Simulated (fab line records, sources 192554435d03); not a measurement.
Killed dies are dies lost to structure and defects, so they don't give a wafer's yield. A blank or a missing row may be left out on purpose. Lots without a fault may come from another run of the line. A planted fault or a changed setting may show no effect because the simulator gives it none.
fab line records | flow n5_finfet | part 1 of 2: steps 1 to 25 of 32
record lots=5 wafers=15 last_day=16
route steps=1938 shown BEOL_M14@1725
lots that met no fault: from a run of the same line without faults
start_h: hours from the record's first day to the start of the lot's first wafer shown | wait_h: hours since the lot's step before | " the same as in the row above | L1.1+2: a row that stands for several wafers | - no value, or no start given | * or withheld: withheld | < > ~ a bound
route shown NAME@n: a module of which the file shows steps, and the number in the route of the first | usual: mean/standard deviation of fault-free wafers | same: alike in all rows | chamber/n: place in a boat | sites: the reading at each site | _std_site: their standard deviation | _edge_site: outer sites' mean less inner sites' | radius_mm: how far each site lies from the wafer's centre | mask NAME#n: copy n | behind: the tool/chamber that last shaped the wafer | hold: why the lot was held/for how many hours/how that ended | device: the transistor (n, p or np) that didn't switch | end of line: the same wafers' tests at the end of the route | a step without rows: its recipe alone | killed: dies lost to structure and defects at the first sort, not the wafer's yield | map: a wafer's dies, x killed, . not, _ none there
set.NAME: the setting as run; set.NAME@STEP: as run at that earlier step | model.NAME: the simulator's own value behind a step, which no gauge read
lots at some steps of the route; a table a step, a row a wafer
services: from which hour (start_h, from the record's first day; less than 0 if before it) a tool's chamber was out of use, for how many hours, and why
## steps
# step N5_BEOL_M14_HARDBAKE_14
# recipe temp_c=130 time_s=120
# columns lot.wafer tool chamber start_h wait_h
L074.1+2+6 litho_track-05 0 - -
L080.1+3+5 litho_track-04 0 - -
L086.2+5+6 litho_track-03 0 - -
L092.1+3+6 litho_track-03 0 - -
L093.1+2+4 litho_track-05 0 - -
# step N5_BEOL_M14_CD_MEAS_10
# recipe target_cd_nm=250 landing_energy_ev=500 detector=se_inlens polarity=opening
# usual cd_nm=251/3.5
# columns lot.wafer tool chamber start_h wait_h cd_nm
L074.1 cd_sem-03 0 230.63 - 257
L074.2 " 0 " " 251
L074.6 " 0 " " 253
L080.1 cd_sem-02 0 272.27 - 254
L080.3 " 0 " " 254
L080.5 " 0 " " 251
L086.2 cd_sem-01 0 320.97 - 246
L086.5 " 0 " " 245
L086.6 " 0 " " 247
L092.1 cd_sem-03 0 348.65 - 246
L092.3 " 0 " " 243
L092.6 " 0 " " 245
L093.1 cd_sem-01 0 357.03 - 250
L093.2 " 0 " " 252
L093.4 " 0 " " 253
# step N5_BEOL_M14_OVL_MEAS_11
# recipe points_per_wafer=44
# usual V13_OVL=-2/4.8
# columns lot.wafer tool chamber start_h wait_h V13_OVL[nm]
L074.1 overlay-02 0 230.66 0.0 -6
L074.2 " 0 " " 0
L074.6 " 0 " " -5
L080.1 overlay-01 0 272.30 0.0 -11
L080.3 " 0 " " -9
L080.5 " 0 " " -5
L086.2 overlay-02 0 320.99 0.0 0
L086.5 " 0 " " 5
L086.6 " 0 " " -2
L092.1 overlay-01 0 348.68 0.0 -9
L092.3 " 0 " " -9
L092.6 " 0 " " 0
L093.1 overlay-02 0 357.06 0.0 -3
L093.2 " 0 " " -4
L093.4 " 0 " " 4
# step N5_BEOL_M14_INSPECT_12
# recipe mode=adi inspect_instrument=macro
# usual raw_defect_count=2.1/1.5
# columns lot.wafer tool chamber start_h wait_h raw_defect_count
L074.1 defect_inspect-01 - 230.69 0.0 1
L074.2 " - " " 0
L074.6 " - " " 5
L080.1 defect_inspect-02 - 272.33 0.0 5
L080.3 " - " " 3
L080.5 " - " " 6
L086.2 defect_inspect-01 - 321.02 0.0 5
L086.5 " - " " 0
L086.6 " - " " 1
L092.1 defect_inspect-01 - 348.71 0.0 0
L092.3 " - " " 1
L092.6 " - " " 0
L093.1 defect_inspect-02 - 357.09 0.0 1
L093.2 " - " " 2
L093.4 " - " " 3
# step N5_BEOL_M14_DESCUM_15
# recipe chemistry=O2 time_s=7.9 source_power_w=50 bias_power_w=20 pressure_mtorr=20 rf_frequency_hz=2.712e+07 temp_c=40 o2_flow_sccm=225
# usual drypump_motor_current_A=5.58/0.29 oes_product_au=0.79/0.076 rf_vpp_V=242.8/1.4 showerhead_plenum_p_Torr=2.06/0.068 throttle_valve_pct=20.39/0.25
# columns lot.wafer tool chamber start_h wait_h drypump_motor_current_A oes_product_au rf_hours_counter_h rf_vpp_V showerhead_plenum_p_Torr throttle_valve_pct
L074.1 rie_diel-06 1 230.72 0.0 5.42 0.86 50 244.2 2.13 20.35
L074.2 " 2 " " 5.55 0.83 91 244.1 2.10 20.35
L074.6 " 0 " " 6.06 0.85 - 243.2 2.03 20.18
L080.1 rie_diel-02 1 272.36 0.0 5.24 0.73 162 242.7 2.00 20.95
L080.3 " 2 " " 5.68 0.68 248 243.3 2.04 20.61
L080.5 " 3 " " 5.75 0.88 - 243.6 2.04 20.43
L086.2 rie_diel-06 2 321.14 0.1 5.56 0.80 122 243.6 2.09 20.38
L086.5 " 1 " " 5.41 0.81 - 243.6 2.11 20.41
L086.6 " 2 " " 5.55 0.80 - 243.5 2.09 20.40
L092.1 rie_diel-06 1 349.22 0.5 5.41 0.80 97 243.7 2.11 20.40
L092.3 " 3 " " 5.94 0.89 14 245.8 2.23 20.29
L092.6 " 0 " " 6.05 0.78 - 241.3 2.02 20.26
L093.1 rie_diel-03 2 357.42 0.3 5.73 0.82 105 242.5 2.10 20.25
L093.2 " 1 " " 5.22 0.73 180 242.6 2.02 20.58
L093.4 " 0 " " 5.08 0.86 43 243.8 2.14 20.03
# step N5_BEOL_M14_ETCH_59
# recipe chemistry=N2/H2 target=BARC target_depth_a=890 overetch_a=267 time_s=67.9 ion_energy_ev=200 pressure_mtorr=30 source_w=840 bias_w=150 n2_flow_sccm=200 h2_flow_sccm=200
# usual drypump_motor_current_A=5.59/0.3 oes_product_au=0.68/0.06 rf_vpp_V=523.0/2.4 showerhead_plenum_p_Torr=2.51/0.084 throttle_valve_pct=17.9/0.33
# columns lot.wafer tool chamber start_h wait_h drypump_motor_current_A oes_product_au rf_hours_counter_h rf_vpp_V showerhead_plenum_p_Torr throttle_valve_pct
L074.1 rie_diel-06 1 230.76 0.0 5.42 0.75 50 524.7 2.59 17.8
L074.2 " 2 " " 5.56 0.71 91 524.3 2.58 18.1
L074.6 " 0 " " 6.02 0.74 - 522.4 2.47 17.6
L080.1 rie_diel-02 1 272.40 0.0 5.22 0.63 162 520.8 2.44 18.4
L080.3 " 2 " " 5.71 0.59 248 522.8 2.50 18.2
L080.5 " 3 " " 5.77 0.74 - 522.2 2.51 18.1
L086.2 rie_diel-06 2 321.17 0.0 5.53 0.68 122 522.8 2.57 18.1
L086.5 " 1 " " 5.42 0.71 - 524.4 2.58 17.8
L086.6 " 2 " " 5.54 0.69 - 525.2 2.57 18.2
L092.1 rie_diel-06 1 349.25 0.0 5.42 0.70 97 525.1 2.57 17.8
L092.3 " 3 " " 5.94 0.78 14 529.1 2.70 17.6
L092.6 " 0 " " 6.11 0.69 - 521.5 2.45 17.6
L093.1 rie_diel-03 2 357.45 0.0 5.71 0.71 105 524.8 2.54 17.6
L093.2 " 1 " " 5.23 0.64 180 520.2 2.39 17.7
L093.4 " 0 " " 5.11 0.73 43 524.0 2.60 17.5
# step N5_BEOL_M14_VIA_ETCH_16
# recipe chemistry=C4F8/O2/Ar target=SiO2 he_inner_torr=15 he_outer_torr=30 target_depth_a=12313 time_s=withheld ion_energy_ev=800 pressure_mtorr=20 source_w=1905 bias_w=2040 Ar_flow_sccm=400 C4F8_flow_sccm=16 O2_flow_sccm=12 ends=cleared
# usual drypump_motor_current_A=5.58/0.29 oes_product_au=0.72/0.069 rf_vpp_V=2217/56 showerhead_plenum_p_Torr=3.39/0.11 throttle_valve_pct=30.8/0.38
# columns lot.wafer tool chamber start_h wait_h drypump_motor_current_A oes_product_au rf_vpp_V showerhead_plenum_p_Torr throttle_valve_pct
L074.1 rie_diel-06 1 230.81 0.0 5.42 0.79 2218 3.49 30.8
L074.2 " 2 " " 5.52 0.75 2177 3.48 31.0
L074.6 " 0 " " 6.06 0.75 2220 3.31 30.3
L080.1 rie_diel-02 1 272.45 0.0 5.21 0.66 2291 3.34 31.8
L080.3 " 2 " " 5.73 0.62 2178 3.35 31.0
L080.5 " 3 " " 5.77 0.80 2260 3.36 31.0
L086.2 rie_diel-06 2 321.23 0.0 5.56 0.73 2174 3.46 31.1
L086.5 " 1 " " 5.42 0.74 2216 3.47 30.9
L086.6 " 2 " " 5.55 0.71 2175 3.46 31.1
L092.1 rie_diel-06 1 349.30 0.0 5.43 0.74 2214 3.47 30.9
L092.3 " 3 " " 5.92 0.82 2174 3.64 30.6
L092.6 " 0 " " 6.03 0.71 2217 3.29 30.4
L093.1 rie_diel-03 2 357.51 0.0 5.71 0.73 2293 3.46 30.8
L093.2 " 1 " " 5.22 0.67 2261 3.27 30.6
L093.4 " 0 " " 5.11 0.79 2248 3.50 30.5
# step N5_BEOL_M14_STRIP_63
# recipe chemistry=O2 power_w=600 temp_c=60 pressure_mtorr=30 rf_frequency_hz=6e+07 bias_power_w=0 overash_fraction=0.3 o2_flow_sccm=225
# usual drypump_motor_current_A=5.58/0.29 oes_product_au=0.79/0.076 rf_vpp_V=3.7/0.8 showerhead_plenum_p_Torr=2.06/0.068 throttle_valve_pct=16.63/0.24
# same overash_fraction=0.3
# columns lot.wafer tool chamber start_h wait_h drypump_motor_current_A oes_product_au rf_hours_counter_h rf_vpp_V showerhead_plenum_p_Torr throttle_valve_pct
L074.1 rie_diel-06 1 - - 5.41 0.87 51 4.0 2.13 16.59
L074.2 " 2 " " 5.55 0.84 91 4.0 2.11 16.53
L074.6 " 0 " " 6.04 0.84 - 4.5 2.04 16.45
L080.1 rie_diel-02 1 - - 5.21 0.74 162 3.5 2.00 17.11
L080.3 " 2 " " 5.69 0.68 248 3.5 2.04 16.87
L080.5 " 3 " " 5.73 0.87 - 2.3 2.05 16.58
L086.2 rie_diel-06 2 - - 5.56 0.80 122 4.4 2.10 16.59
L086.5 " 1 " " 5.39 0.83 - 4.7 2.12 16.60
L086.6 " 2 " " 5.52 0.80 - 3.5 2.10 16.60
L092.1 rie_diel-06 1 - - 5.41 0.80 98 4.6 2.11 16.64
L092.3 " 3 " " 5.94 0.89 14 3.4 2.24 16.53
L092.6 " 0 " " 6.06 0.79 - 2.6 2.02 16.52
L093.1 rie_diel-03 2 - - 5.72 0.84 105 3.9 2.10 16.51
L093.2 " 1 " " 5.23 0.74 180 3.4 2.03 16.83
L093.4 " 0 " " 5.07 0.87 43 3.6 2.14 16.25
# step N5_BEOL_M14_STRIP_64
# recipe chemistry=O2 power_w=600 temp_c=60 pressure_mtorr=30 rf_frequency_hz=6e+07 bias_power_w=0 overash_fraction=0.3 o2_flow_sccm=225
# usual drypump_motor_current_A=5.58/0.29 oes_product_au=0.79/0.075 rf_vpp_V=3.6/0.49 showerhead_plenum_p_Torr=2.06/0.068 throttle_valve_pct=16.63/0.23
# same overash_fraction=0.3
# columns lot.wafer tool chamber start_h wait_h drypump_motor_current_A oes_product_au rf_hours_counter_h rf_vpp_V showerhead_plenum_p_Torr throttle_valve_pct
L074.1 rie_diel-06 1 - - 5.41 0.86 51 3.5 2.13 16.56
L074.2 " 2 " " 5.55 0.83 91 2.9 2.11 16.55
L074.6 " 0 " " 6.02 0.83 - 4.4 2.04 16.44
L080.1 rie_diel-02 1 - - 5.22 0.73 162 3.6 2.00 17.14
L080.3 " 2 " " 5.67 0.68 248 4.5 2.04 16.88
L080.5 " 3 " " 5.73 0.88 - 4.4 2.05 16.58
L086.2 rie_diel-06 2 - - 5.54 0.79 122 2.9 2.10 16.60
L086.5 " 1 " " 5.42 0.81 - 3.3 2.12 16.63
L086.6 " 2 " " 5.53 0.79 - 3.4 2.10 16.61
L092.1 rie_diel-06 1 - - 5.42 0.79 98 3.8 2.11 16.65
L092.3 " 3 " " 5.93 0.88 14 3.6 2.24 16.52
L092.6 " 0 " " 6.06 0.78 - 3.2 2.02 16.52
L093.1 rie_diel-03 2 - - 5.71 0.82 105 4.4 2.10 16.50
L093.2 " 1 " " 5.22 0.74 180 3.9 2.03 16.83
L093.4 " 0 " " 5.08 0.86 43 4.2 2.14 16.27
# step N5_BEOL_M14_STRIP_71
# recipe chemistry=post_etch_residue_remover time_s=60 temp_c=25 remover_ph=withheld remover_water_wt_pct=withheld remover_fluoride_wt_pct=withheld
# columns lot.wafer tool chamber start_h wait_h
L074.1+2+6 wet_bench-01 1,3,6 231.10 -
L080.1+3+5 wet_bench-05 7,2,6 272.74 -
L086.2+5+6 wet_bench-05 6,5,0 321.51 -
L092.1+3+6 wet_bench-02 6,0,1 349.59 -
L093.1+2+4 wet_bench-05 3,6,2 357.79 -
# step N5_BEOL_M14_SRD_72
# recipe time_s=30 temp_c=23 rinse_liquid=diw dry=n2_spin spin_rpm=1500 dry_time_s=30
# columns lot.wafer tool chamber start_h wait_h
L074.1+2+6 wet_bench-01 1,3,6 231.12 0.0
L080.1+3+5 wet_bench-05 7,2,6 272.76 0.0
L086.2+5+6 wet_bench-05 6,5,0 321.53 0.0
L092.1+3+6 wet_bench-02 6,0,1 349.61 0.0
L093.1+2+4 wet_bench-05 3,6,2 357.81 0.0
# step N5_BEOL_M14_CD_MEAS_17
# recipe target_cd_nm=250 polarity=opening
# usual cd_nm=252/3.6
# columns lot.wafer tool chamber start_h wait_h cd_nm
L074.1 cd_sem-03 - 231.16 0.0 257
L074.2 " - " " 252
L074.6 " - " " 254
L080.1 cd_sem-02 - 272.80 0.0 254
L080.3 " - " " 256
L080.5 " - " " 252
L086.2 cd_sem-01 - 321.58 0.0 247
L086.5 " - " " 247
L086.6 " - " " 248
L092.1 cd_sem-03 - 349.65 0.0 248
L092.3 " - " " 245
L092.6 " - " " 246
L093.1 cd_sem-02 - 357.85 0.0 251
L093.2 " - " " 252
L093.4 " - " " 254
# step N5_BEOL_M14_COAT_65
# recipe resist=SOC temp_c=250 time_s=60 spin_rpm=1500 resist_thk_nm=450
# columns lot.wafer tool chamber start_h wait_h
L074.1+2+6 litho_track-04 0 231.19 0.0
L080.1+3+5 litho_track-03 0 272.83 0.0
L086.2+5+6 litho_track-03 0 321.61 0.0
L092.1+3+6 litho_track-04 0 349.69 0.0
L093.1+2+4 litho_track-04 0 357.89 0.0
# step N5_BEOL_M14_COAT_66
# recipe resist=SiARC temp_c=220 time_s=60 spin_rpm=1500 resist_thk_nm=110
# columns lot.wafer tool chamber start_h wait_h
L074.1+2+6 litho_track-04 0 - -
L080.1+3+5 litho_track-03 0 - -
L086.2+5+6 litho_track-03 0 - -
L092.1+3+6 litho_track-04 0 - -
L093.1+2+4 litho_track-04 0 - -
# step N5_BEOL_M14_COAT_22
# recipe spin_rpm=2888 resist_thk_nm=300
# columns lot.wafer tool chamber start_h wait_h
L074.1+2+6 litho_track-04 0 - -
L080.1+3+5 litho_track-03 0 - -
L086.2+5+6 litho_track-03 0 - -
L092.1+3+6 litho_track-04 0 - -
L093.1+2+4 litho_track-04 0 - -
# step N5_BEOL_M14_EBR_24
# recipe solvent=PGMEA ebr_width_mm=1.5
# columns lot.wafer tool chamber start_h wait_h
L074.1+2+6 litho_track-04 0 - -
L080.1+3+5 litho_track-03 0 - -
L086.2+5+6 litho_track-03 0 - -
L092.1+3+6 litho_track-04 0 - -
L093.1+2+4 litho_track-04 0 - -
# step N5_BEOL_M14_SOFTBAKE_23
# recipe temp_c=130 time_s=60
# columns lot.wafer tool chamber start_h wait_h
L074.1+2+6 litho_track-04 0 - -
L080.1+3+5 litho_track-03 0 - -
L086.2+5+6 litho_track-03 0 - -
L092.1+3+6 litho_track-04 0 - -
L093.1+2+4 litho_track-04 0 - -
# step N5_BEOL_M14_EXPOSE_25
# recipe mask_id=M14 na=0.8 source_shape=annular sigma_inner=0.5 sigma_outer=0.8 polarization=unpolarized target_cd_nm=280 dose_mj=26.6
# same sigma_outer=0.8
# columns lot.wafer tool chamber start_h wait_h mask
L074.1+2+6 krf_scanner-02 0 231.44 - M14#0
L080.1+3+5 krf_scanner-01 0 273.08 - M14#0
L086.2+5+6 krf_scanner-01 0 321.86 - M14#0
L092.1+3+6 krf_scanner-01 0 349.80 - M14#0
L093.1+2+4 krf_scanner-02 0 358.01 - M14#0
# step N5_BEOL_M14_PEB_26
# recipe peb_temp_c=130 peb_time_s=90
# columns lot.wafer tool chamber start_h wait_h
L074.1+2+6 litho_track-05 0 231.49 0.1
L080.1+3+5 litho_track-04 0 273.13 0.1
L086.2+5+6 litho_track-03 0 321.91 0.0
L092.1+3+6 litho_track-04 0 349.86 0.1
L093.1+2+4 litho_track-03 0 358.06 0.1
# step N5_BEOL_M14_DEVELOP_27
# recipe develop_time_s=45 rinse_liquid=diw dry=air_spin dev_temp_c=21
# columns lot.wafer tool chamber start_h wait_h
L074.1+2+6 litho_track-05 0 - -
L080.1+3+5 litho_track-04 0 - -
L086.2+5+6 litho_track-03 0 - -
L092.1+3+6 litho_track-04 0 - -
L093.1+2+4 litho_track-03 0 - -
# step N5_BEOL_M14_HARDBAKE_32
# recipe temp_c=130 time_s=120
# columns lot.wafer tool chamber start_h wait_h
L074.1+2+6 litho_track-05 0 - -
L080.1+3+5 litho_track-04 0 - -
L086.2+5+6 litho_track-03 0 - -
L092.1+3+6 litho_track-04 0 - -
L093.1+2+4 litho_track-03 0 - -
# step N5_BEOL_M14_CD_MEAS_28
# recipe target_cd_nm=284.4 landing_energy_ev=500 detector=se_inlens
# usual cd_nm=284.2/2.3
# columns lot.wafer tool chamber start_h wait_h cd_nm
L074.1 cd_sem-02 0 231.61 - 283.6
L074.2 " 0 " " 281.9
L074.6 " 0 " " 283.2
L080.1 cd_sem-02 0 273.25 - 287.7
L080.3 " 0 " " 285.9
L080.5 " 0 " " 289.5
L086.2 cd_sem-02 0 322.03 - 281.4
L086.5 " 0 " " 280.7
L086.6 " 0 " " 280.6
L092.1 cd_sem-03 0 349.98 - 286.5
L092.3 " 0 " " 287.6
L092.6 " 0 " " 286.4
L093.1 cd_sem-02 0 358.18 - 281.3
L093.2 " 0 " " 286.4
L093.4 " 0 " " 282.8
# step N5_BEOL_M14_OVL_MEAS_29
# recipe points_per_wafer=44
# usual M14_OVL=1/5.2
# columns lot.wafer tool chamber start_h wait_h M14_OVL[nm]
L074.1 overlay-02 0 231.64 0.0 1
L074.2 " 0 " " 9
L074.6 " 0 " " -1
L080.1 overlay-01 0 273.28 0.0 -4
L080.3 " 0 " " 2
L080.5 " 0 " " 0
L086.2 overlay-01 0 322.06 0.0 -1
L086.5 " 0 " " -1
L086.6 " 0 " " 9
L092.1 overlay-02 0 350.01 0.0 7
L092.3 " 0 " " 11
L092.6 " 0 " " 12
L093.1 overlay-01 0 358.21 0.0 -5
L093.2 " 0 " " -1
L093.4 " 0 " " 9
# step N5_BEOL_M14_INSPECT_30
# recipe mode=adi inspect_instrument=macro
# usual raw_defect_count=2.2/1.6
# columns lot.wafer tool chamber start_h wait_h raw_defect_count
L074.1 defect_inspect-02 - 231.66 0.0 0
L074.2 " - " " 2
L074.6 " - " " 1
L080.1 defect_inspect-02 - 273.30 0.0 0
L080.3 " - " " 3
L080.5 " - " " 5
L086.2 defect_inspect-02 - 322.08 0.0 1
L086.5 " - " " 0
L086.6 " - " " 0
L092.1 defect_inspect-01 - 350.03 0.0 3
L092.3 " - " " 2
L092.6 " - " " 3
L093.1 defect_inspect-02 - 358.23 0.0 4
L093.2 " - " " 3
L093.4 " - " " 3
# step N5_BEOL_M14_DESCUM_33
# recipe chemistry=O2 time_s=7.9 source_power_w=50 bias_power_w=20 pressure_mtorr=20 rf_frequency_hz=2.712e+07 temp_c=40 o2_flow_sccm=225
# usual drypump_motor_current_A=5.57/0.3 oes_product_au=0.80/0.08 rf_vpp_V=242.8/1.4 showerhead_plenum_p_Torr=2.07/0.07 throttle_valve_pct=20.37/0.27
# columns lot.wafer tool chamber start_h wait_h drypump_motor_current_A oes_product_au rf_hours_counter_h rf_vpp_V showerhead_plenum_p_Torr throttle_valve_pct
L074.1 rie_diel-06 2 232.11 0.4 5.55 0.82 91 242.7 2.10 20.35
L074.2 " 3 " " 5.95 0.67 233 241.9 1.98 20.69
L074.6 " 1 " " 5.42 0.86 - 242.7 2.13 20.35
L080.1 rie_diel-02 0 273.57 0.3 5.67 0.68 244 240.8 1.95 20.52
L080.3 " 3 " " 5.77 0.87 45 242.8 2.05 20.41
L080.5 " 3 " " 5.74 0.87 - 241.1 2.04 20.41
L086.2 rie_diel-02 3 322.16 0.1 5.74 0.83 67 241.9 2.04 20.44
L086.5 " 2 " " 5.66 0.90 - 243.8 2.03 20.17
L086.6 " 3 " " 5.75 0.83 - 242.5 2.04 20.46
L092.1 rie_diel-06 3 350.07 0.0 5.93 0.90 15 246.2 2.23 20.29
L092.3 " 1 " " 5.41 0.79 98 244.0 2.11 20.42
L092.6 " 3 " " 5.93 0.89 - 243.4 2.23 20.28
L093.1 rie_diel-06 0 358.27 0.0 6.01 0.79 102 242.9 2.02 20.26
L093.2 " 1 " " 5.41 0.79 101 244.6 2.11 20.42
L093.4 " 2 " " 5.55 0.79 136 243.1 2.09 20.43
